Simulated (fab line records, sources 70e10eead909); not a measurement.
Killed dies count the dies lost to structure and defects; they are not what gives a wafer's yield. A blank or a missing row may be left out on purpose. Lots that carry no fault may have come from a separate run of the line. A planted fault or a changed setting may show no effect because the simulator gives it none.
Matching of chambers	flow nandHarc	NHARC_A_STAIRCASE_ETCH_313 on rieDiel-05 has 4 sister chambers
The step etches the open film in CF4/CHF3. 8 wafers are shown with their chamber, then 10 later ones without.

WAFERS, EACH WITH ITS CHAMBER
wafer	chamber	drypumpMotorCurrentA (A)	showerheadPlenumPTorr (Torr)
L077.6	2	6.1	1.54
L080.3	3	5.8	1.52
L081.1	3	5.7	1.52
L081.4	0	5.4	1.51
L089.4	0	5.4	1.50
L089.5	1	6.5	1.65
L091.2	1	6.5	1.65
L091.3	2	6.1	1.53

WAFERS WITHOUT THEIR CHAMBER
wafer	drypumpMotorCurrentA (A)	showerheadPlenumPTorr (Torr)
L091.5	6.5	1.65
L092.3	6.1	1.53
L092.5	5.4	1.50
L092.6	6.5	1.65
L094.2	5.8	1.52
L094.3	6.1	1.53
L094.5	5.7	1.52
L095.1	6.5	1.64
L095.3	5.8	1.52
L095.5	5.8	1.52

CHAMBER TAKEN BY EACH
wafer	from the rows above	in truth
L091.5	1	1
L092.3	2	2
L092.5	0	0
L092.6	1	1
L094.2	3	3
L094.3	2	2
L094.5	3	3
L095.1	1	1
L095.3	3	3
L095.5	3	3
10 of 10 placed correctly. Can't be placed from these rows: 0. Placed wrongly: 0.
How it was worked out, from the rows above alone: a wafer's distance from a chamber is the root of the sum, over the readings, of the square of ((its reading less the chamber's mean) divided by the reading's scatter). If the next closest chamber is less than 2 further off than the closest, the wafer can't be placed; otherwise it belongs to the closest. For every chamber, the mean is computed from those of its wafers that are shown. How the scatter is found: for the shown wafers, subtract from each reading the mean of its chamber, square and add these, divide the total by (wafers less chambers), then take the root.
